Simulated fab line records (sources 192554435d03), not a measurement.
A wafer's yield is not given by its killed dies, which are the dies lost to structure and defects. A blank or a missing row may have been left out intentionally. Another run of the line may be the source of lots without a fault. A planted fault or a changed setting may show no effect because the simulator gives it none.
fab line records || flow n5_finfet || part 2 of 2: steps 20 to 31 of 31
[record] {"lots": 5, "wafers": 15, "last_day": 19}
route steps=1938 shown BEOL_M6@1222
lots that met no fault: taken from a fault-free run of the same line
start_h: hours from the record's first day to the start of the lot's first wafer shown || wait_h: how many hours have passed since the lot's step before this one || " the same as in the row above || L1.1+2: a row that stands for several wafers || - no value, or no start given || * or withheld: withheld || < > ~ a bound
route shown NAME@n: NAME is a module with steps in the file, n the number in the route of the first one || usual: the fault-free wafers' mean and standard deviation || same: alike in all rows || chamber/n: place in a boat || sites: the reading at each site || _std_site: standard deviation across them || _edge_site: mean of outer sites minus mean of inner sites || radius_mm: for every site, how far away it sits from the centre of the wafer || mask NAME#n: copy n || behind: the tool/chamber that last shaped the wafer || hold: why the lot went on hold/how many hours it stayed there/how the hold came to an end || device: which transistor (n, p or np) failed to switch || end of line: tests of these same wafers at the route's end || where a step has no rows: the recipe by itself || killed: dies lost to structure and defects at the first sort, not the wafer's yield || map: dies across one wafer; x = killed, . = not, _ = none there
set.NAME: the run value of the setting; set.NAME@STEP: its run value at that earlier step || model.NAME: the simulator's own value behind a step, which no gauge read
certain route steps with their lots: each step a table, each wafer a row
services: from which hour (start_h, from the record's first day; less than 0 if before it) a tool's chamber was out of use, for how many hours, and why
[[steps]]
[step N5_BEOL_M6_STRIP_80]
[recipe] {"chemistry": "N2/H2", "time_s": 10, "power_w": 450, "temp_c": 40, "pressure_mtorr": 20, "rf_frequency_hz": 6e+07, "bias_power_w": 7, "n2_flow_sccm": 200, "h2_flow_sccm": 200}
[usual] {"drypump_motor_current_A": "5.9/0.47", "oes_product_au": "0.78/0.071", "rf_vpp_V": "59.2/0.87", "showerhead_plenum_p_Torr": "2.54/0.074", "throttle_valve_pct": "23.76/0.25"}
{"lot.wafer": "L079.2", "tool": "rie_diel-04", "chamber": 2, "start_h": "-", "wait_h": "-", "drypump_motor_current_A": 5.5, "oes_product_au": 0.69, "rf_hours_counter_h": 196, "rf_vpp_V": 59.6, "showerhead_plenum_p_Torr": 2.52, "throttle_valve_pct": 24.03}
{"lot.wafer": "L079.4", "tool": "rie_diel-04", "chamber": 3, "start_h": "-", "wait_h": "-", "drypump_motor_current_A": 5.5, "oes_product_au": 0.90, "rf_hours_counter_h": "-", "rf_vpp_V": 59.1, "showerhead_plenum_p_Torr": 2.59, "throttle_valve_pct": 23.74}
{"lot.wafer": "L079.6", "tool": "rie_diel-04", "chamber": 2, "start_h": "-", "wait_h": "-", "drypump_motor_current_A": 5.6, "oes_product_au": 0.70, "rf_hours_counter_h": "-", "rf_vpp_V": 59.3, "showerhead_plenum_p_Torr": 2.52, "throttle_valve_pct": 24.05}
{"lot.wafer": "L078.2", "tool": "rie_diel-05", "chamber": 0, "start_h": "-", "wait_h": "-", "drypump_motor_current_A": 5.7, "oes_product_au": 0.81, "rf_hours_counter_h": 89, "rf_vpp_V": 61.0, "showerhead_plenum_p_Torr": 2.68, "throttle_valve_pct": 23.91}
{"lot.wafer": "L078.3", "tool": "rie_diel-05", "chamber": 1, "start_h": "-", "wait_h": "-", "drypump_motor_current_A": 6.6, "oes_product_au": 0.77, "rf_hours_counter_h": 153, "rf_vpp_V": 59.3, "showerhead_plenum_p_Torr": 2.54, "throttle_valve_pct": 23.70}
{"lot.wafer": "L078.5", "tool": "rie_diel-05", "chamber": 0, "start_h": "-", "wait_h": "-", "drypump_motor_current_A": 5.7, "oes_product_au": 0.81, "rf_hours_counter_h": "-", "rf_vpp_V": 58.5, "showerhead_plenum_p_Torr": 2.68, "throttle_valve_pct": 23.91}
{"lot.wafer": "L081.1", "tool": "rie_diel-01", "chamber": 0, "start_h": "-", "wait_h": "-", "drypump_motor_current_A": 6.5, "oes_product_au": 0.83, "rf_hours_counter_h": 80, "rf_vpp_V": 58.1, "showerhead_plenum_p_Torr": 2.47, "throttle_valve_pct": 23.62}
{"lot.wafer": "L081.3", "tool": "rie_diel-01", "chamber": 1, "start_h": "-", "wait_h": "-", "drypump_motor_current_A": 5.6, "oes_product_au": 0.74, "rf_hours_counter_h": 197, "rf_vpp_V": 60.4, "showerhead_plenum_p_Torr": 2.52, "throttle_valve_pct": 23.99}
{"lot.wafer": "L081.4", "tool": "rie_diel-01", "chamber": 2, "start_h": "-", "wait_h": "-", "drypump_motor_current_A": 5.0, "oes_product_au": 0.96, "rf_hours_counter_h": 10, "rf_vpp_V": 59.2, "showerhead_plenum_p_Torr": 2.59, "throttle_valve_pct": 23.08}
{"lot.wafer": "L084.1", "tool": "rie_diel-01", "chamber": 3, "start_h": "-", "wait_h": "-", "drypump_motor_current_A": 5.2, "oes_product_au": 0.72, "rf_hours_counter_h": 174, "rf_vpp_V": 59.4, "showerhead_plenum_p_Torr": 2.54, "throttle_valve_pct": 24.03}
{"lot.wafer": "L084.3", "tool": "rie_diel-01", "chamber": 2, "start_h": "-", "wait_h": "-", "drypump_motor_current_A": 5.0, "oes_product_au": 0.91, "rf_hours_counter_h": 29, "rf_vpp_V": 58.7, "showerhead_plenum_p_Torr": 2.58, "throttle_valve_pct": 23.11}
{"lot.wafer": "L084.6", "tool": "rie_diel-01", "chamber": 0, "start_h": "-", "wait_h": "-", "drypump_motor_current_A": 6.5, "oes_product_au": 0.80, "rf_hours_counter_h": "-", "rf_vpp_V": 58.4, "showerhead_plenum_p_Torr": 2.46, "throttle_valve_pct": 23.67}
{"lot.wafer": "L095.1", "tool": "rie_diel-04", "chamber": 1, "start_h": "-", "wait_h": "-", "drypump_motor_current_A": 6.2, "oes_product_au": 0.85, "rf_hours_counter_h": 51, "rf_vpp_V": 58.5, "showerhead_plenum_p_Torr": 2.47, "throttle_valve_pct": 23.42}
{"lot.wafer": "L095.2", "tool": "rie_diel-04", "chamber": 3, "start_h": "-", "wait_h": "-", "drypump_motor_current_A": 5.5, "oes_product_au": 0.82, "rf_hours_counter_h": 82, "rf_vpp_V": 59.0, "showerhead_plenum_p_Torr": 2.57, "throttle_valve_pct": 23.79}
{"lot.wafer": "L095.3", "tool": "rie_diel-04", "chamber": 0, "start_h": "-", "wait_h": "-", "drypump_motor_current_A": 6.2, "oes_product_au": 0.84, "rf_hours_counter_h": 53, "rf_vpp_V": 58.0, "showerhead_plenum_p_Torr": 2.58, "throttle_valve_pct": 23.47}
[step N5_BEOL_M6_OCD_MEAS_38]
[usual] {"trench_depth_nm": "94.1/1.3"}
{"lot.wafer": "L079.2", "tool": "ocd-01", "chamber": "-", "start_h": 217.72, "wait_h": "-", "trench_depth_nm": 93.2}
{"lot.wafer": "L079.4", "tool": "ocd-01", "chamber": "-", "start_h": 217.72, "wait_h": "-", "trench_depth_nm": 95.9}
{"lot.wafer": "L079.6", "tool": "ocd-01", "chamber": "-", "start_h": 217.72, "wait_h": "-", "trench_depth_nm": 93.3}
{"lot.wafer": "L078.2", "tool": "ocd-02", "chamber": "-", "start_h": 225.37, "wait_h": "-", "trench_depth_nm": 93.9}
{"lot.wafer": "L078.3", "tool": "ocd-02", "chamber": "-", "start_h": 225.37, "wait_h": "-", "trench_depth_nm": 94.3}
{"lot.wafer": "L078.5", "tool": "ocd-02", "chamber": "-", "start_h": 225.37, "wait_h": "-", "trench_depth_nm": 93.4}
{"lot.wafer": "L081.1", "tool": "ocd-01", "chamber": "-", "start_h": 250.95, "wait_h": "-", "trench_depth_nm": 94.9}
{"lot.wafer": "L081.3", "tool": "ocd-01", "chamber": "-", "start_h": 250.95, "wait_h": "-", "trench_depth_nm": 94.6}
{"lot.wafer": "L081.4", "tool": "ocd-01", "chamber": "-", "start_h": 250.95, "wait_h": "-", "trench_depth_nm": 96.0}
{"lot.wafer": "L084.1", "tool": "ocd-02", "chamber": "-", "start_h": 302.62, "wait_h": "-", "trench_depth_nm": 92.4}
{"lot.wafer": "L084.3", "tool": "ocd-02", "chamber": "-", "start_h": 302.62, "wait_h": "-", "trench_depth_nm": 95.4}
{"lot.wafer": "L084.6", "tool": "ocd-02", "chamber": "-", "start_h": 302.62, "wait_h": "-", "trench_depth_nm": 92.1}
{"lot.wafer": "L095.1", "tool": "ocd-01", "chamber": "-", "start_h": 368.95, "wait_h": "-", "trench_depth_nm": 94.3}
{"lot.wafer": "L095.2", "tool": "ocd-01", "chamber": "-", "start_h": 368.95, "wait_h": "-", "trench_depth_nm": 94.3}
{"lot.wafer": "L095.3", "tool": "ocd-01", "chamber": "-", "start_h": 368.95, "wait_h": "-", "trench_depth_nm": 93.9}
[step N5_BEOL_M6_HM_STRIP_39]
[recipe] {"chemistry": "peroxide_tin_strip", "material": "TiN", "target_depth_a": 250, "temp_c": 50, "time_s": 158}
{"lot.wafer": "L079.2+4+6", "tool": "wet_bench-05", "chamber": "1,3,6", "start_h": 217.75, "wait_h": 0.0}
{"lot.wafer": "L078.2+3+5", "tool": "wet_bench-05", "chamber": "4,3,5", "start_h": 225.40, "wait_h": 0.0}
{"lot.wafer": "L081.1+3+4", "tool": "wet_bench-03", "chamber": "7,1,2", "start_h": 250.98, "wait_h": 0.0}
{"lot.wafer": "L084.1+3+6", "tool": "wet_bench-05", "chamber": "1,6,2", "start_h": 302.65, "wait_h": 0.0}
{"lot.wafer": "L095.1+2+3", "tool": "wet_bench-03", "chamber": "7,5,3", "start_h": 368.99, "wait_h": 0.0}
[step N5_BEOL_M6_SRD_40]
[recipe] {"time_s": 30, "temp_c": 23, "rinse_liquid": "diw", "dry": "ipa_marangoni"}
{"lot.wafer": "L079.2+4+6", "tool": "wet_bench-05", "chamber": "1,3,6", "start_h": 217.80, "wait_h": 0.0}
{"lot.wafer": "L078.2+3+5", "tool": "wet_bench-05", "chamber": "4,3,5", "start_h": 225.45, "wait_h": 0.0}
{"lot.wafer": "L081.1+3+4", "tool": "wet_bench-03", "chamber": "7,1,2", "start_h": 251.03, "wait_h": 0.0}
{"lot.wafer": "L084.1+3+6", "tool": "wet_bench-05", "chamber": "1,6,2", "start_h": 302.70, "wait_h": 0.0}
{"lot.wafer": "L095.1+2+3", "tool": "wet_bench-03", "chamber": "7,5,3", "start_h": 369.04, "wait_h": 0.0}
[step N5_BEOL_M6_PRECLEAN_42]
[recipe] {"chemistry": "residue_remover", "time_s": 60, "temp_c": 40}
{"lot.wafer": "L079.2+4+6", "tool": "wet_bench-05", "chamber": "1,3,6", "start_h": 217.81, "wait_h": 0.0}
{"lot.wafer": "L078.2+3+5", "tool": "wet_bench-05", "chamber": "4,3,5", "start_h": 225.47, "wait_h": 0.0}
{"lot.wafer": "L081.1+3+4", "tool": "wet_bench-03", "chamber": "7,1,2", "start_h": 251.05, "wait_h": 0.0}
{"lot.wafer": "L084.1+3+6", "tool": "wet_bench-05", "chamber": "1,6,2", "start_h": 302.72, "wait_h": 0.0}
{"lot.wafer": "L095.1+2+3", "tool": "wet_bench-03", "chamber": "7,5,3", "start_h": 369.06, "wait_h": 0.0}
[step N5_BEOL_M6_SRD_43]
[recipe] {"time_s": 30, "temp_c": 23, "rinse_liquid": "diw", "dry": "ipa_marangoni"}
{"lot.wafer": "L079.2+4+6", "tool": "wet_bench-05", "chamber": "1,3,6", "start_h": 217.83, "wait_h": 0.0}
{"lot.wafer": "L078.2+3+5", "tool": "wet_bench-05", "chamber": "4,3,5", "start_h": 225.48, "wait_h": 0.0}
{"lot.wafer": "L081.1+3+4", "tool": "wet_bench-03", "chamber": "7,1,2", "start_h": 251.06, "wait_h": 0.0}
{"lot.wafer": "L084.1+3+6", "tool": "wet_bench-05", "chamber": "1,6,2", "start_h": 302.73, "wait_h": 0.0}
{"lot.wafer": "L095.1+2+3", "tool": "wet_bench-03", "chamber": "7,5,3", "start_h": 369.08, "wait_h": 0.0}
[step N5_BEOL_M6_CD_MEAS_35]
[recipe] {"target_cd_nm": 40, "target_cd_y_nm": 28, "polarity": "opening"}
[usual] {"cd_nm": "40.1/0.4"}
{"lot.wafer": "L079.2", "tool": "cd_sem-02", "chamber": "-", "start_h": 217.87, "wait_h": 0.0, "cd_nm": 40.6}
{"lot.wafer": "L079.4", "tool": "cd_sem-02", "chamber": "-", "start_h": 217.87, "wait_h": 0.0, "cd_nm": 40.7}
{"lot.wafer": "L079.6", "tool": "cd_sem-02", "chamber": "-", "start_h": 217.87, "wait_h": 0.0, "cd_nm": 40.6}
{"lot.wafer": "L078.2", "tool": "cd_sem-01", "chamber": "-", "start_h": 225.52, "wait_h": 0.0, "cd_nm": 40.3}
{"lot.wafer": "L078.3", "tool": "cd_sem-01", "chamber": "-", "start_h": 225.52, "wait_h": 0.0, "cd_nm": 40.1}
{"lot.wafer": "L078.5", "tool": "cd_sem-01", "chamber": "-", "start_h": 225.52, "wait_h": 0.0, "cd_nm": 40.4}
{"lot.wafer": "L081.1", "tool": "cd_sem-03", "chamber": "-", "start_h": 251.10, "wait_h": 0.0, "cd_nm": 40.5}
{"lot.wafer": "L081.3", "tool": "cd_sem-03", "chamber": "-", "start_h": 251.10, "wait_h": 0.0, "cd_nm": 40.4}
{"lot.wafer": "L081.4", "tool": "cd_sem-03", "chamber": "-", "start_h": 251.10, "wait_h": 0.0, "cd_nm": 40.4}
{"lot.wafer": "L084.1", "tool": "cd_sem-02", "chamber": "-", "start_h": 302.78, "wait_h": 0.0, "cd_nm": 39.7}
{"lot.wafer": "L084.3", "tool": "cd_sem-02", "chamber": "-", "start_h": 302.78, "wait_h": 0.0, "cd_nm": 39.8}
{"lot.wafer": "L084.6", "tool": "cd_sem-02", "chamber": "-", "start_h": 302.78, "wait_h": 0.0, "cd_nm": 39.4}
{"lot.wafer": "L095.1", "tool": "cd_sem-01", "chamber": "-", "start_h": 369.12, "wait_h": 0.0, "cd_nm": 40.8}
{"lot.wafer": "L095.2", "tool": "cd_sem-01", "chamber": "-", "start_h": 369.12, "wait_h": 0.0, "cd_nm": 40.9}
{"lot.wafer": "L095.3", "tool": "cd_sem-01", "chamber": "-", "start_h": 369.12, "wait_h": 0.0, "cd_nm": 40.7}
[step N5_BEOL_M6_CURE_75]
[recipe] {"temp_c": 370, "time_s": 120, "ambient": "DMADMS/He", "material": "SiCOH_lowk"}
[usual] {"lamp_power_pct": "52.31/0.054", "wafer_temp_C_max": "371.7/0.69"}
{"lot.wafer": "L079.2", "tool": "uv_cure-01", "chamber": 2, "start_h": 218.19, "wait_h": 0.3, "lamp_power_pct": 52.33, "wafer_temp_C_max": 371.0}
{"lot.wafer": "L079.4", "tool": "uv_cure-01", "chamber": 2, "start_h": 218.19, "wait_h": 0.3, "lamp_power_pct": 52.37, "wafer_temp_C_max": 371.0}
{"lot.wafer": "L079.6", "tool": "uv_cure-01", "chamber": 2, "start_h": 218.19, "wait_h": 0.3, "lamp_power_pct": 52.32, "wafer_temp_C_max": 371.4}
{"lot.wafer": "L078.2", "tool": "uv_cure-03", "chamber": 2, "start_h": 225.78, "wait_h": 0.3, "lamp_power_pct": 52.30, "wafer_temp_C_max": 372.5}
{"lot.wafer": "L078.3", "tool": "uv_cure-03", "chamber": 2, "start_h": 225.78, "wait_h": 0.3, "lamp_power_pct": 52.29, "wafer_temp_C_max": 371.6}
{"lot.wafer": "L078.5", "tool": "uv_cure-03", "chamber": 2, "start_h": 225.78, "wait_h": 0.3, "lamp_power_pct": 52.30, "wafer_temp_C_max": 372.0}
{"lot.wafer": "L081.1", "tool": "uv_cure-01", "chamber": 2, "start_h": 251.15, "wait_h": 0.0, "lamp_power_pct": 52.26, "wafer_temp_C_max": 371.5}
{"lot.wafer": "L081.3", "tool": "uv_cure-01", "chamber": 2, "start_h": 251.15, "wait_h": 0.0, "lamp_power_pct": 52.33, "wafer_temp_C_max": 371.4}
{"lot.wafer": "L081.4", "tool": "uv_cure-01", "chamber": 2, "start_h": 251.15, "wait_h": 0.0, "lamp_power_pct": 52.36, "wafer_temp_C_max": 371.3}
{"lot.wafer": "L084.1", "tool": "uv_cure-03", "chamber": 1, "start_h": 302.82, "wait_h": 0.0, "lamp_power_pct": 52.24, "wafer_temp_C_max": 371.2}
{"lot.wafer": "L084.3", "tool": "uv_cure-03", "chamber": 1, "start_h": 302.82, "wait_h": 0.0, "lamp_power_pct": 52.43, "wafer_temp_C_max": 371.1}
{"lot.wafer": "L084.6", "tool": "uv_cure-03", "chamber": 1, "start_h": 302.82, "wait_h": 0.0, "lamp_power_pct": 52.36, "wafer_temp_C_max": 370.6}
{"lot.wafer": "L095.1", "tool": "uv_cure-01", "chamber": 0, "start_h": 369.18, "wait_h": 0.1, "lamp_power_pct": 52.28, "wafer_temp_C_max": 372.4}
{"lot.wafer": "L095.2", "tool": "uv_cure-01", "chamber": 0, "start_h": 369.18, "wait_h": 0.1, "lamp_power_pct": 52.32, "wafer_temp_C_max": 372.0}
{"lot.wafer": "L095.3", "tool": "uv_cure-01", "chamber": 0, "start_h": 369.18, "wait_h": 0.1, "lamp_power_pct": 52.28, "wafer_temp_C_max": 372.3}
[step N5_BEOL_M6_DEGAS_44]
[recipe] {"ambient": "vacuum", "temp_c": 250, "time_s": 60}
[usual] {"heater_power_w": "359/38"}
{"lot.wafer": "L079.2", "tool": "pvd_sputter-02", "chamber": "-", "start_h": 218.54, "wait_h": 0.3, "heater_power_w": 384}
{"lot.wafer": "L079.4", "tool": "pvd_sputter-02", "chamber": "-", "start_h": 218.54, "wait_h": 0.3, "heater_power_w": 401}
{"lot.wafer": "L079.6", "tool": "pvd_sputter-02", "chamber": "-", "start_h": 218.54, "wait_h": 0.3, "heater_power_w": 368}
{"lot.wafer": "L078.2", "tool": "pvd_sputter-01", "chamber": "-", "start_h": 227.81, "wait_h": 2.0, "heater_power_w": 314}
{"lot.wafer": "L078.3", "tool": "pvd_sputter-01", "chamber": "-", "start_h": 227.81, "wait_h": 2.0, "heater_power_w": 346}
{"lot.wafer": "L078.5", "tool": "pvd_sputter-01", "chamber": "-", "start_h": 227.81, "wait_h": 2.0, "heater_power_w": 401}
{"lot.wafer": "L081.1", "tool": "pvd_sputter-03", "chamber": "-", "start_h": 251.60, "wait_h": 0.4, "heater_power_w": 310}
{"lot.wafer": "L081.3", "tool": "pvd_sputter-03", "chamber": "-", "start_h": 251.60, "wait_h": 0.4, "heater_power_w": 411}
{"lot.wafer": "L081.4", "tool": "pvd_sputter-03", "chamber": "-", "start_h": 251.60, "wait_h": 0.4, "heater_power_w": 308}
{"lot.wafer": "L084.1", "tool": "pvd_sputter-01", "chamber": "-", "start_h": 303.35, "wait_h": 0.5, "heater_power_w": 392}
{"lot.wafer": "L084.3", "tool": "pvd_sputter-01", "chamber": "-", "start_h": 303.35, "wait_h": 0.5, "heater_power_w": 329}
{"lot.wafer": "L084.6", "tool": "pvd_sputter-01", "chamber": "-", "start_h": 303.35, "wait_h": 0.5, "heater_power_w": 323}
{"lot.wafer": "L095.1", "tool": "pvd_sputter-02", "chamber": "-", "start_h": 369.76, "wait_h": 0.5, "heater_power_w": 389}
{"lot.wafer": "L095.2", "tool": "pvd_sputter-02", "chamber": "-", "start_h": 369.76, "wait_h": 0.5, "heater_power_w": 363}
{"lot.wafer": "L095.3", "tool": "pvd_sputter-02", "chamber": "-", "start_h": 369.76, "wait_h": 0.5, "heater_power_w": 361}
[step N5_BEOL_M6_PRE_CLEAN_45]
[recipe] {"gas": "H2/He", "time_s": 30, "temp_c": 250}
[usual] {"heater_power_w": "358/38"}
{"lot.wafer": "L079.2", "tool": "pvd_sputter-02", "chamber": "-", "start_h": 218.58, "wait_h": 0.0, "heater_power_w": 383}
{"lot.wafer": "L079.4", "tool": "pvd_sputter-02", "chamber": "-", "start_h": 218.58, "wait_h": 0.0, "heater_power_w": 402}
{"lot.wafer": "L079.6", "tool": "pvd_sputter-02", "chamber": "-", "start_h": 218.58, "wait_h": 0.0, "heater_power_w": 362}
{"lot.wafer": "L078.2", "tool": "pvd_sputter-01", "chamber": "-", "start_h": 227.85, "wait_h": 0.0, "heater_power_w": 308}
{"lot.wafer": "L078.3", "tool": "pvd_sputter-01", "chamber": "-", "start_h": 227.85, "wait_h": 0.0, "heater_power_w": 339}
{"lot.wafer": "L078.5", "tool": "pvd_sputter-01", "chamber": "-", "start_h": 227.85, "wait_h": 0.0, "heater_power_w": 407}
{"lot.wafer": "L081.1", "tool": "pvd_sputter-03", "chamber": "-", "start_h": 251.64, "wait_h": 0.0, "heater_power_w": 318}
{"lot.wafer": "L081.3", "tool": "pvd_sputter-03", "chamber": "-", "start_h": 251.64, "wait_h": 0.0, "heater_power_w": 417}
{"lot.wafer": "L081.4", "tool": "pvd_sputter-03", "chamber": "-", "start_h": 251.64, "wait_h": 0.0, "heater_power_w": 293}
{"lot.wafer": "L084.1", "tool": "pvd_sputter-01", "chamber": "-", "start_h": 303.39, "wait_h": 0.0, "heater_power_w": 383}
{"lot.wafer": "L084.3", "tool": "pvd_sputter-01", "chamber": "-", "start_h": 303.39, "wait_h": 0.0, "heater_power_w": 317}
{"lot.wafer": "L084.6", "tool": "pvd_sputter-01", "chamber": "-", "start_h": 303.39, "wait_h": 0.0, "heater_power_w": 324}
{"lot.wafer": "L095.1", "tool": "pvd_sputter-02", "chamber": "-", "start_h": 369.80, "wait_h": 0.0, "heater_power_w": 386}
{"lot.wafer": "L095.2", "tool": "pvd_sputter-02", "chamber": "-", "start_h": 369.80, "wait_h": 0.0, "heater_power_w": 370}
{"lot.wafer": "L095.3", "tool": "pvd_sputter-02", "chamber": "-", "start_h": 369.80, "wait_h": 0.0, "heater_power_w": 369}
[step N5_BEOL_M6_ALD_77]
[recipe] {"material": "TaN", "target_thk_a": 20, "temp_c": 275, "ald_precursor_family": "PDMAT", "ald_co_reactant": "NH3", "pressure_torr": 3, "carrier_flow_sccm": 1500, "pulse_time_s": 2, "purge_time_s": 3, "co_reactant_purge_time_s": 2, "co_reactant_pulse_time_s": 3, "ald_cycles": 40, "precursor_vessel_temp_c": 75, "precursor_vessel_pressure_torr": 26.25, "precursor_vessel_carrier_sccm": 1000}
[usual] {"chamber_pressure_Torr": "3.001/0.0063", "heater_power_w": "421/41"}
[same] {"purge_time_s": 3}
{"lot.wafer": "L079.2", "tool": "ald_metal-01", "chamber": 2, "start_h": 218.64, "wait_h": 0.0, "chamber_pressure_Torr": 2.988, "heater_power_w": 435}
{"lot.wafer": "L079.4", "tool": "ald_metal-01", "chamber": 0, "start_h": 218.64, "wait_h": 0.0, "chamber_pressure_Torr": 2.996, "heater_power_w": 466}
{"lot.wafer": "L079.6", "tool": "ald_metal-01", "chamber": 1, "start_h": 218.64, "wait_h": 0.0, "chamber_pressure_Torr": 3.005, "heater_power_w": 347}
{"lot.wafer": "L078.2", "tool": "ald_metal-01", "chamber": 3, "start_h": 227.91, "wait_h": 0.0, "chamber_pressure_Torr": 2.994, "heater_power_w": 415}
{"lot.wafer": "L078.3", "tool": "ald_metal-01", "chamber": 2, "start_h": 227.91, "wait_h": 0.0, "chamber_pressure_Torr": 2.991, "heater_power_w": 435}
{"lot.wafer": "L078.5", "tool": "ald_metal-01", "chamber": 3, "start_h": 227.91, "wait_h": 0.0, "chamber_pressure_Torr": 3.006, "heater_power_w": 417}
{"lot.wafer": "L081.1", "tool": "ald_metal-01", "chamber": 0, "start_h": 251.70, "wait_h": 0.0, "chamber_pressure_Torr": 3.019, "heater_power_w": 473}
{"lot.wafer": "L081.3", "tool": "ald_metal-01", "chamber": 3, "start_h": 251.70, "wait_h": 0.0, "chamber_pressure_Torr": 2.997, "heater_power_w": 421}
{"lot.wafer": "L081.4", "tool": "ald_metal-01", "chamber": 2, "start_h": 251.70, "wait_h": 0.0, "chamber_pressure_Torr": 2.996, "heater_power_w": 427}
{"lot.wafer": "L084.1", "tool": "ald_metal-02", "chamber": 3, "start_h": 303.45, "wait_h": 0.0, "chamber_pressure_Torr": 3.007, "heater_power_w": 409}
{"lot.wafer": "L084.3", "tool": "ald_metal-02", "chamber": 0, "start_h": 303.45, "wait_h": 0.0, "chamber_pressure_Torr": 3.003, "heater_power_w": 448}
{"lot.wafer": "L084.6", "tool": "ald_metal-02", "chamber": 0, "start_h": 303.45, "wait_h": 0.0, "chamber_pressure_Torr": 2.997, "heater_power_w": 440}
{"lot.wafer": "L095.1", "tool": "ald_metal-02", "chamber": 0, "start_h": 369.88, "wait_h": 0.1, "chamber_pressure_Torr": 3.008, "heater_power_w": 451}
{"lot.wafer": "L095.2", "tool": "ald_metal-02", "chamber": 3, "start_h": 369.88, "wait_h": 0.1, "chamber_pressure_Torr": 3.002, "heater_power_w": 404}
{"lot.wafer": "L095.3", "tool": "ald_metal-02", "chamber": 1, "start_h": 369.88, "wait_h": 0.1, "chamber_pressure_Torr": 3.009, "heater_power_w": 441}
[step N5_BEOL_M6_SURFACE_TREAT_79]
[recipe] {"gas": "Ar", "time_s": "*", "ion_energy_ev": "*", "ion_current_ma_cm2": 0.5, "pressure_mtorr": "*", "ar_flow_sccm": 30}
[usual] {"throttle_valve_pct": "*"}
{"lot.wafer": "L079.2", "tool": "pvd_sputter-02", "chamber": "-", "start_h": 218.94, "wait_h": 0.2, "throttle_valve_pct": "*"}
{"lot.wafer": "L079.4", "tool": "pvd_sputter-02", "chamber": "-", "start_h": 218.94, "wait_h": 0.2, "throttle_valve_pct": "*"}
{"lot.wafer": "L079.6", "tool": "pvd_sputter-02", "chamber": "-", "start_h": 218.94, "wait_h": 0.2, "throttle_valve_pct": "*"}
{"lot.wafer": "L078.2", "tool": "pvd_sputter-01", "chamber": "-", "start_h": 228.23, "wait_h": 0.2, "throttle_valve_pct": "*"}
{"lot.wafer": "L078.3", "tool": "pvd_sputter-01", "chamber": "-", "start_h": 228.23, "wait_h": 0.2, "throttle_valve_pct": "*"}
{"lot.wafer": "L078.5", "tool": "pvd_sputter-01", "chamber": "-", "start_h": 228.23, "wait_h": 0.2, "throttle_valve_pct": "*"}
{"lot.wafer": "L081.1", "tool": "pvd_sputter-03", "chamber": "-", "start_h": 253.66, "wait_h": 1.8, "throttle_valve_pct": "*"}
{"lot.wafer": "L081.3", "tool": "pvd_sputter-03", "chamber": "-", "start_h": 253.66, "wait_h": 1.8, "throttle_valve_pct": "*"}
{"lot.wafer": "L081.4", "tool": "pvd_sputter-03", "chamber": "-", "start_h": 253.66, "wait_h": 1.8, "throttle_valve_pct": "*"}
{"lot.wafer": "L084.1", "tool": "pvd_sputter-02", "chamber": "-", "start_h": 303.78, "wait_h": 0.2, "throttle_valve_pct": "*"}
{"lot.wafer": "L084.3", "tool": "pvd_sputter-02", "chamber": "-", "start_h": 303.78, "wait_h": 0.2, "throttle_valve_pct": "*"}
{"lot.wafer": "L084.6", "tool": "pvd_sputter-02", "chamber": "-", "start_h": 303.78, "wait_h": 0.2, "throttle_valve_pct": "*"}
{"lot.wafer": "L095.1", "tool": "pvd_sputter-01", "chamber": "-", "start_h": 370.18, "wait_h": 0.2, "throttle_valve_pct": "*"}
{"lot.wafer": "L095.2", "tool": "pvd_sputter-01", "chamber": "-", "start_h": 370.18, "wait_h": 0.2, "throttle_valve_pct": "*"}
{"lot.wafer": "L095.3", "tool": "pvd_sputter-01", "chamber": "-", "start_h": 370.18, "wait_h": 0.2, "throttle_valve_pct": "*"}
[[services]]
{"tool": "ald_metal-02", "chamber": "-", "start_h": 193.98, "hours": 2.8, "kind": "pm"}
{"tool": "euv_scanner-01", "chamber": "-", "start_h": 206.84, "hours": 1.0, "kind": "pm"}
{"tool": "rie_diel-04", "chamber": 0, "start_h": 214.62, "hours": 7.9, "kind": "repair"}
{"tool": "euv_scanner-02", "chamber": "-", "start_h": 225.83, "hours": 1.0, "kind": "pm"}
{"tool": "uv_cure-03", "chamber": "-", "start_h": 234.91, "hours": 7.5, "kind": "pm"}
{"tool": "rie_diel-05", "chamber": "-", "start_h": 236.95, "hours": 2.4, "kind": "repair"}
{"tool": "euv_scanner-02", "chamber": "-", "start_h": 251.58, "hours": 4.6, "kind": "pm"}
{"tool": "ald_metal-01", "chamber": 3, "start_h": 259.70, "hours": 3.6, "kind": "repair"}
{"tool": "pvd_sputter-02", "chamber": "-", "start_h": 265.13, "hours": 12.8, "kind": "repair"}
{"tool": "uv_cure-01", "chamber": "-", "start_h": 273.85, "hours": 6.0, "kind": "pm"}
{"tool": "uv_cure-01", "chamber": "-", "start_h": 279.85, "hours": 1.0, "kind": "pm"}
{"tool": "euv_scanner-02", "chamber": "-", "start_h": 281.98, "hours": 1.0, "kind": "pm"}
{"tool": "rie_diel-04", "chamber": 2, "start_h": 287.32, "hours": 7.5, "kind": "repair"}
{"tool": "ald_metal-01", "chamber": 1, "start_h": 289.58, "hours": 29.9, "kind": "repair"}
{"tool": "uv_cure-01", "chamber": "-", "start_h": 294.23, "hours": 7.5, "kind": "pm"}
{"tool": "rie_diel-04", "chamber": 2, "start_h": 308.08, "hours": 5.8, "kind": "repair"}
{"tool": "rie_diel-05", "chamber": 2, "start_h": 313.06, "hours": 5.9, "kind": "repair"}
{"tool": "ald_metal-01", "chamber": 3, "start_h": 315.96, "hours": 1.6, "kind": "repair"}
{"tool": "wet_bench-05", "chamber": "-", "start_h": 320.15, "hours": 1.9, "kind": "pm"}
{"tool": "rie_diel-04", "chamber": 2, "start_h": 326.28, "hours": 1.8, "kind": "repair"}
{"tool": "euv_scanner-02", "chamber": "-", "start_h": 338.13, "hours": 1.0, "kind": "pm"}
{"tool": "ald_metal-01", "chamber": 2, "start_h": 343.01, "hours": 6.1, "kind": "repair"}
{"tool": "euv_scanner-02", "chamber": "-", "start_h": 357.72, "hours": 1.3, "kind": "repair"}
{"tool": "pvd_sputter-03", "chamber": "-", "start_h": 361.72, "hours": 2.7, "kind": "repair"}
